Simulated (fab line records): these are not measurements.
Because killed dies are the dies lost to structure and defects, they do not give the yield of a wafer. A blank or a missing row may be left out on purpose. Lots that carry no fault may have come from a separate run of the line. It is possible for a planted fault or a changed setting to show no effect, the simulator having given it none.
fab line records | flow n5Finfet
record lots=5 | wafers=14 | lastDay=19
route steps=1938 shown BEOL_M13@1694
lots that met no fault: taken from a fault-free run of the same line
startH: hours from the record's first day to the start of the lot's first wafer shown | waitH: hours elapsed since this lot's preceding step | " repeats the value in the row above | L1.1+2: a single row standing in for several wafers | - value missing, or start not given | * or withheld: withheld | < > ~ a bound
route shown NAME@n: names a module that has steps shown in the file, with the first one's number in the route | usual: mean/standard deviation of fault-free wafers | same: alike in all rows | chamber/n: place in a boat | sites: readings site by site | _std_site: standard deviation across them | _edge_site: outer sites' mean less inner sites' | radiusMm: how far each site lies from the wafer's centre | mask NAME#n: copy n | behind: the tool/chamber that last shaped the wafer | hold: why the lot went on hold/how many hours it stayed there/how the hold came to an end | device: the n, p or np transistor that did not switch | end of line: at the end of the route, the tests of the same wafers | where a step has no rows: the recipe by itself | killed: dies lost to structure and defects at the first sort, not the wafer's yield | map: dies across one wafer; x = killed, . = not, _ = none there
set.NAME: the setting as run; set.NAME@STEP: as run at that earlier step | model.NAME: the simulator's own value behind a step, which no gauge read
lots seen at some steps along the route; tables by step, rows by wafer
services: the hour from which a tool's chamber was out of use, counted from the record's first day as startH (under 0 if before that day), plus the number of hours and why
## steps
# step N5_BEOL_M13_ETCH_68
# recipe chemistry=N2/H2 | target=SOC | maskMaterial=SiARC | sourceW=3000 | biasW=350 | tempC=40 | timeS=355 | ionEnergyEv=200 | pressureMtorr=30 | n2FlowSccm=200 | h2FlowSccm=200
# step N5_BEOL_M13_STRIP_69
# recipe chemistry=N2/H2 | tempC=40 | n2FlowSccm=200 | h2FlowSccm=200 | rfFrequencyHz=6e+07
# step N5_BEOL_M13_TRENCH_ETCH_34
# recipe chemistry=C4F8/O2/Ar | target=SiOC | targetDepthA=4134.7 | maskMaterial=SOC | pressureMtorr=30 | sourceW=3000 | biasW=700 | Ar_flow_sccm=400 | C4F8_flow_sccm=15 | O2_flow_sccm=8 | heInnerTorr=15 | heOuterTorr=30 | timeS=162.6 | ionEnergyEv=250
# usual drypumpMotorCurrentA=5.8/0.63 | mfcArSccm=400.1/1.3 | oesProductAu=0.80/0.076 | rfVppV=665/3.1 | showerheadPlenumPTorr=3.42/0.1 | throttleValvePct=24.20/0.17
lot.wafer | tool       | chamber | startH | waitH | drypumpMotorCurrentA | mfcArSccm | oesProductAu | rfHoursCounterH | rfVppV | showerheadPlenumPTorr | throttleValvePct
L401.3    | rieDiel-04 | 2       | 298.90 | 0.0   | 6.2                  | 401.0     | 0.74         | 164             | 662    | 3.29                  | 24.42
L401.4    | "          | 1       | "      | "     | 5.9                  | 400.6     | 0.74         | 180             | 669    | 3.54                  | 24.34
L401.6    | "          | 1       | "      | "     | 5.9                  | 400.1     | 0.74         | -               | 668    | 3.54                  | 24.34
L403.1    | rieDiel-04 | 2       | 299.48 | 0.0   | 6.2                  | 400.9     | 0.74         | 164             | 660    | 3.29                  | 24.42
L403.4    | "          | 3       | "      | "     | 5.9                  | 400.4     | 0.85         | 62              | 667    | 3.45                  | 24.01
L403.6    | "          | 1       | "      | "     | 5.9                  | 399.8     | 0.74         | -               | 667    | 3.54                  | 24.32
L410.3    | rieDiel-04 | 1       | 348.18 | 0.0   | 5.9                  | 399.3     | 0.72         | 196             | 668    | 3.53                  | 24.36
L410.6    | "          | 3       | "      | "     | 5.9                  | 401.5     | 0.83         | -               | 667    | 3.45                  | 24.03
L415.2    | rieDiel-01 | 2       | 368.24 | 0.0   | 4.9                  | 398.3     | 0.70         | 201             | 662    | 3.28                  | 24.33
L415.4    | "          | 1       | "      | "     | 6.8                  | 400.3     | 0.75         | 139             | 666    | 3.43                  | 24.21
L415.5    | "          | 2       | "      | "     | 4.9                  | 400.1     | 0.71         | -               | 663    | 3.28                  | 24.34
L422.1    | rieDiel-04 | 3       | 415.58 | 0.0   | 5.9                  | 400.1     | 0.81         | 95              | 666    | 3.44                  | 24.07
L422.4    | "          | 2       | "      | "     | 6.2                  | 398.6     | 0.71         | 199             | 661    | 3.27                  | 24.47
L422.6    | "          | 3       | "      | "     | 5.9                  | 401.4     | 0.81         | -               | 666    | 3.43                  | 24.07
# step N5_BEOL_M13_STRIP_70
# recipe chemistry=C4F8/O2/Ar | resist=SiARC | rfFrequencyHz=6e+07
# step N5_BEOL_M13_OCD_MEAS_35
# usual trenchDepthNm=415/6.2
lot.wafer | tool   | chamber | startH | waitH | trenchDepthNm
L401.3    | ocd-02 | -       | 299.08 | 0.0   | 410
L401.4    | "      | -       | "      | "     | 415
L401.6    | "      | -       | "      | "     | 419
L403.1    | ocd-01 | -       | 299.66 | 0.0   | 410
L403.4    | "      | -       | "      | "     | 416
L403.6    | "      | -       | "      | "     | 417
L410.3    | ocd-02 | -       | 348.36 | 0.0   | 417
L410.6    | "      | -       | "      | "     | 411
L415.2    | ocd-01 | -       | 368.41 | 0.0   | 406
L415.4    | "      | -       | "      | "     | 406
L415.5    | "      | -       | "      | "     | 405
L422.1    | ocd-02 | -       | 415.75 | 0.0   | 416
L422.4    | "      | -       | "      | "     | 408
L422.6    | "      | -       | "      | "     | 417
# step N5_BEOL_M13_STRIP_37
# recipe chemistry=N2/H2 | powerW=1000 | tempC=250 | h2Frac=0.65 | overashFraction=0.3 | pressureMtorr=withheld | n2FlowSccm=1750 | h2FlowSccm=3250
# usual drypumpMotorCurrentA=5.6/0.52 | heaterPowerW=334/26 | oesProductAu=0.783/0.01
lot.wafer | tool           | chamber | startH | waitH | drypumpMotorCurrentA | heaterPowerW | oesProductAu | rfHoursCounterH
L401.3    | plasmaAsher-02 | 0       | 299.13 | 0.1   | 6.1                  | 346          | 0.769        | -
L401.4    | "              | 1       | "      | "     | 5.9                  | 334          | 0.789        | -
L401.6    | "              | 0       | "      | "     | 6.1                  | 343          | 0.760        | -
L403.1    | plasmaAsher-02 | 1       | 299.70 | 0.0   | 5.9                  | 337          | 0.787        | 72
L403.4    | "              | 1       | "      | "     | 6.0                  | 338          | 0.796        | -
L403.6    | "              | 0       | "      | "     | 6.1                  | 345          | 0.789        | -
L410.3    | plasmaAsher-02 | 1       | 348.48 | 0.1   | 6.0                  | 337          | 0.796        | -
L410.6    | "              | 0       | "      | "     | 6.1                  | 336          | 0.785        | -
L415.2    | plasmaAsher-02 | 0       | 368.45 | 0.0   | 6.1                  | 351          | 0.774        | 86
L415.4    | "              | 1       | "      | "     | 5.9                  | 343          | 0.775        | -
L415.5    | "              | 0       | "      | "     | 6.1                  | 344          | 0.796        | -
L422.1    | plasmaAsher-02 | 0       | 415.79 | 0.0   | 6.1                  | 334          | 0.791        | 94
L422.4    | "              | 0       | "      | "     | 6.1                  | 352          | 0.791        | -
L422.6    | "              | 1       | "      | "     | 5.9                  | 336          | 0.753        | -
# step N5_BEOL_M13_ETCH_38
# recipe chemistry=CF4/N2 | target=SiCN | targetDepthA=675 | taperDeg=2 | timeS=71.9 | ionEnergyEv=150 | maskMaterial=SiO2 | pressureMtorr=40 | sourceW=430 | biasW=70 | Ar_flow_sccm=100 | cf4FlowSccm=60 | n2FlowSccm=60
# usual drypumpMotorCurrentA=5.7/0.6 | mfcArSccm=99.96/0.29 | oesProductAu=0.80/0.068 | rfVppV=382.3/1.9 | showerheadPlenumPTorr=2.21/0.073 | throttleValvePct=15.41/0.18
lot.wafer | tool       | chamber | startH | waitH | drypumpMotorCurrentA | mfcArSccm | oesProductAu | rfHoursCounterH | rfVppV | showerheadPlenumPTorr | throttleValvePct
L401.3    | rieDiel-04 | 2       | 302.11 | -     | 6.2                  | 99.87     | 0.75         | 165             | 378.8  | 2.12                  | 15.64
L401.4    | "          | 3       | "      | "     | 5.9                  | 100.26    | 0.85         | 62              | 384.7  | 2.23                  | 15.27
L401.6    | "          | 0       | "      | "     | 5.4                  | 99.69     | 0.89         | -               | 386.2  | 2.33                  | 15.23
L403.1    | rieDiel-01 | 1       | 302.32 | -     | 6.8                  | 100.33    | 0.78         | 119             | 381.8  | 2.22                  | 15.39
L403.4    | "          | 2       | "      | "     | 4.9                  | 100.09    | 0.73         | 180             | 380.2  | 2.11                  | 15.55
L403.6    | "          | 2       | "      | "     | 4.9                  | 99.88     | 0.73         | -               | 381.1  | 2.11                  | 15.54
L410.3    | rieDiel-01 | 3       | 351.89 | -     | 5.4                  | 100.09    | 0.83         | 54              | 381.3  | 2.16                  | 15.13
L410.6    | "          | 3       | "      | "     | 5.4                  | 99.63     | 0.82         | -               | 382.6  | 2.15                  | 15.12
L415.2    | rieDiel-06 | 2       | 368.55 | -     | 6.6                  | 99.70     | 0.84         | 68              | 382.8  | 2.24                  | 15.47
L415.4    | "          | 3       | "      | "     | 5.1                  | 99.44     | 0.97         | -               | 386.3  | 2.35                  | 15.41
L415.5    | "          | 0       | "      | "     | 6.3                  | 99.98     | 0.81         | -               | 382.6  | 2.23                  | 15.26
L422.1    | rieDiel-04 | 0       | 418.10 | -     | 5.3                  | 99.99     | 0.85         | 82              | 386.4  | 2.32                  | 15.29
L422.4    | "          | 1       | "      | "     | 5.9                  | 99.84     | 0.71         | 216             | 383.1  | 2.28                  | 15.67
L422.6    | "          | 0       | "      | "     | 5.3                  | 100.34    | 0.84         | -               | 384.7  | 2.32                  | 15.31
# step N5_BEOL_M13_PRECLEAN_39
# recipe chemistry=residueRemover | timeS=60 | tempC=40
# step N5_BEOL_M13_SRD_40
# recipe timeS=30 | tempC=23 | rinseLiquid=diw | dry=n2Spin | spinRpm=1500 | dryTimeS=30
# step N5_BEOL_M13_DEGAS_41
# recipe ambient=vacuum | tempC=250 | timeS=60
# step N5_BEOL_M13_PRE_CLEAN_42
# recipe gas=H2/He | timeS=30 | tempC=250
# usual heaterPowerW=324/17
lot.wafer | tool          | chamber | startH | waitH | heaterPowerW
L401.3    | pvdSputter-01 | -       | 302.61 | 0.0   | 294
L401.4    | "             | -       | "      | "     | 302
L401.6    | "             | -       | "      | "     | 338
L403.1    | pvdSputter-03 | -       | 302.79 | 0.0   | 314
L403.4    | "             | -       | "      | "     | 335
L403.6    | "             | -       | "      | "     | 333
L410.3    | pvdSputter-03 | -       | 352.46 | 0.0   | 327
L410.6    | "             | -       | "      | "     | 328
L415.2    | pvdSputter-02 | -       | 369.00 | 0.0   | 357
L415.4    | "             | -       | "      | "     | 311
L415.5    | "             | -       | "      | "     | 314
L422.1    | pvdSputter-01 | -       | 418.62 | 0.0   | 311
L422.4    | "             | -       | "      | "     | 291
L422.6    | "             | -       | "      | "     | 325
# step N5_BEOL_M13_SPUTTER_43
# recipe material=TaN | targetThkA=150 | tempC=50 | biasV=168.6 | powerW=15000 | chamberPressurePa=0.12 | timeS=24.19
# step N5_BEOL_M13_SPUTTER_44
# recipe material=Ta | targetThkA=100 | tempC=50 | biasV=80 | powerW=15000 | chamberPressurePa=0.07 | timeS=16.13
# usual throttleValvePct=30.4/0.85
lot.wafer | tool          | chamber | startH | waitH | throttleValvePct | model.Ta_of_BEOL_M13_SPUTTER_44.thkNm
L401.3    | pvdSputter-01 | -       | 302.73 | 0.0   | 30.1             | 9.8
L401.4    | "             | -       | "      | "     | 30.8             | 9.8
L401.6    | "             | -       | "      | "     | 30.2             | 10
L403.1    | pvdSputter-03 | -       | 302.91 | 0.0   | 29.4             | 10
L403.4    | "             | -       | "      | "     | 29.8             | 10.2
L403.6    | "             | -       | "      | "     | 31.5             | 10.2
L410.3    | pvdSputter-03 | -       | 352.58 | 0.0   | 29.2             | 11.4
L410.6    | "             | -       | "      | "     | 32.5             | 10
L415.2    | pvdSputter-02 | -       | 369.12 | 0.0   | 29.8             | 10
L415.4    | "             | -       | "      | "     | 29.2             | 10
L415.5    | "             | -       | "      | "     | 29.4             | 10
L422.1    | pvdSputter-01 | -       | 418.74 | 0.0   | 30.6             | 10
L422.4    | "             | -       | "      | "     | 30.2             | 9.8
L422.6    | "             | -       | "      | "     | 30.8             | 9.8
# step N5_BEOL_M13_SPUTTER_45
# recipe material=Cu | targetThkA=800 | tempC=-20 | biasV=60 | powerW=26000 | chamberPressurePa=0.13 | timeS=13.33
# step N5_BEOL_M13_ECD_47
# recipe material=Cu | targetThkA=9360
# step N5_BEOL_M13_ANNEAL_48
# recipe tempC=225 | timeS=90 | ambient=N2
# usual wafer_temp_C_max=226.0/0.5
lot.wafer | tool         | chamber | startH | waitH | wafer_temp_C_max
L401.3    | rtpAnneal-02 | 0       | 303.18 | 0.2   | 225.5
L401.4    | "            | 0       | "      | "     | 225.7
L401.6    | "            | 0       | "      | "     | 225.7
L403.1    | rtpAnneal-02 | 0       | 303.36 | 0.2   | 225.6
L403.4    | "            | 0       | "      | "     | 225.4
L403.6    | "            | 0       | "      | "     | 225.5
L410.3    | rtpAnneal-01 | 0       | 353.33 | 0.5   | 225.9
L410.6    | "            | 0       | "      | "     | 226.2
L415.2    | rtpAnneal-02 | 0       | 369.59 | 0.2   | 225.7
L415.4    | "            | 0       | "      | "     | 225.2
L415.5    | "            | 0       | "      | "     | 225.4
L422.1    | rtpAnneal-01 | 0       | 419.28 | 0.3   | 226.3
L422.4    | "            | 0       | "      | "     | 226.6
L422.6    | "            | 0       | "      | "     | 226.3
# step N5_BEOL_M13_CMP_49
# recipe stopOn=SiOC | tOverpolishS=17.1 | downForcePsi=1 | platenRpm=50 | clearingPlatenDownForcePsi=1.5 | clearingPlatenRpm=50 | postCmpClean=cuAlkaline | targetThkNm=420 | clearingPlatenPadVelocityMS=0.99484 | padVelocityMS=0.99484
# usual barrierFieldEndpointS=30.3/0.6 | edgeZonePressureFrac=1.000/0.0043 | motorCurrentA=6.1/0.54
lot.wafer | tool   | chamber | startH | waitH | barrierFieldEndpointS | edgeZonePressureFrac | motorCurrentA
L401.3    | cmp-01 | 2       | 303.39 | 0.2   | 30.4                  | 0.996                | 5.7
L401.4    | "      | 3       | "      | "     | 30.1                  | 0.993                | 6.4
L401.6    | "      | 2       | "      | "     | 29.8                  | 1.006                | 5.7
L403.4    | cmp-03 | 1       | 303.71 | 0.2   | 31.0                  | 0.997                | 5.5
L403.1    | "      | 2       | "      | "     | 31.1                  | 0.996                | 6.5
L403.6    | "      | 0       | "      | "     | 31.1                  | 0.996                | 5.8
L410.3    | cmp-01 | 1       | 353.58 | 0.2   | 32.5                  | 0.998                | 7.0
L410.6    | "      | 1       | "      | "     | 30.6                  | 1.010                | 6.6
L415.2    | cmp-04 | 2       | 370.07 | 0.4   | 30.0                  | 1.000                | 5.1
L415.4    | "      | 3       | "      | "     | 30.0                  | 1.005                | 6.2
L415.5    | "      | 2       | "      | "     | 30.9                  | 1.000                | 5.1
L422.1    | cmp-01 | 3       | 419.57 | 0.3   | 30.9                  | 1.002                | 6.9
L422.4    | "      | 0       | "      | "     | 30.9                  | 0.990                | 6.3
L422.6    | "      | 0       | "      | "     | 30.0                  | 0.997                | 6.2
# step N5_BEOL_M13_THK_MEAS_50
# recipe thkMeasGauge=xrf | reads=Cu_of_BEOL_M13_ECD_47
# usual M13_THK=425/6.8
lot.wafer | tool         | chamber | startH | waitH | M13_THK[nm]
L401.3    | filmMetro-01 | -       | 303.69 | -     | 423
L401.4    | "            | -       | "      | "     | 429
L401.6    | "            | -       | "      | "     | 434
L403.1    | filmMetro-02 | -       | 303.97 | -     | 423
L403.4    | "            | -       | "      | "     | 427
L403.6    | "            | -       | "      | "     | 428
L410.3    | filmMetro-01 | -       | 353.84 | -     | 423
L410.6    | "            | -       | "      | "     | 419
L415.2    | filmMetro-02 | -       | 370.36 | -     | 414
L415.4    | "            | -       | "      | "     | 418
L415.5    | "            | -       | "      | "     | 417
L422.1    | filmMetro-02 | -       | 419.87 | -     | 425
L422.4    | "            | -       | "      | "     | 418
L422.6    | "            | -       | "      | "     | 425
## services
tool           | chamber | startH | hours | kind
pvdSputter-01  | -       | 283.92 | 0.7   | repair
cmp-03         | -       | 289.82 | 0.5   | repair
cmp-01         | -       | 298.50 | 4.0   | pm
cmp-01         | -       | 302.50 | -     | consumableReplace:conditioner
cmp-01         | -       | 302.50 | -     | consumableReplace:pad
cmp-01         | -       | 304.50 | 4.9   | pm
rieDiel-01     | -       | 326.60 | 0.4   | repair
plasmaAsher-02 | -       | 329.02 | 2.8   | pm
rieDiel-06     | 3       | 333.41 | 3.6   | repair
rieDiel-06     | 3       | 337.04 | -     | clean
rieDiel-06     | 3       | 337.04 | -     | consumableReplace:focusRing
rieDiel-06     | 3       | 337.04 | -     | consumableReplace:showerhead
rieDiel-06     | 3       | 337.04 | 15.9  | scheduledDown
rieDiel-06     | 3       | 337.04 | 15.9  | ventCycle
rieDiel-01     | -       | 344.99 | 2.8   | pm
pvdSputter-02  | -       | 359.51 | 2.0   | repair
cmp-04         | -       | 365.41 | 1.9   | repair
cmp-04         | -       | 368.28 | 0.4   | repair
rieDiel-01     | 1       | 375.05 | 1.9   | repair
rieDiel-06     | 3       | 387.37 | 2.9   | repair
cmp-04         | -       | 393.82 | 4.0   | pm
cmp-03         | -       | 400.43 | 0.6   | repair
cmp-01         | -       | 410.36 | 2.1   | repair
cmp-04         | -       | 418.29 | 0.6   | repair
## key
firstSign step=N5_BEOL_M13_CMP_49 | reading=barrierFieldEndpointS | direction=up | sigmas=3.6 | usual=30.3 | struck=32.5
effect none on later readings
modelEffect step=N5_BEOL_M13_SPUTTER_44 | value=Ta_of_BEOL_M13_SPUTTER_44.thkNm | without=10 | struck=11.4
metAt N5_BEOL_M13_SPUTTER_44
struckWafers L410.3
onsetBetween 302.91 352.58
fault kind=processParameterDrift | tool=pvdSputter-03 | chamber=- | onsetH=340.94 | steps=N5_BEOL_M13_SPUTTER_44 | channel=timeS | offset=* | shape=step | endH=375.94 | scope=struckWafersOnly | actsIn=* | stated=*
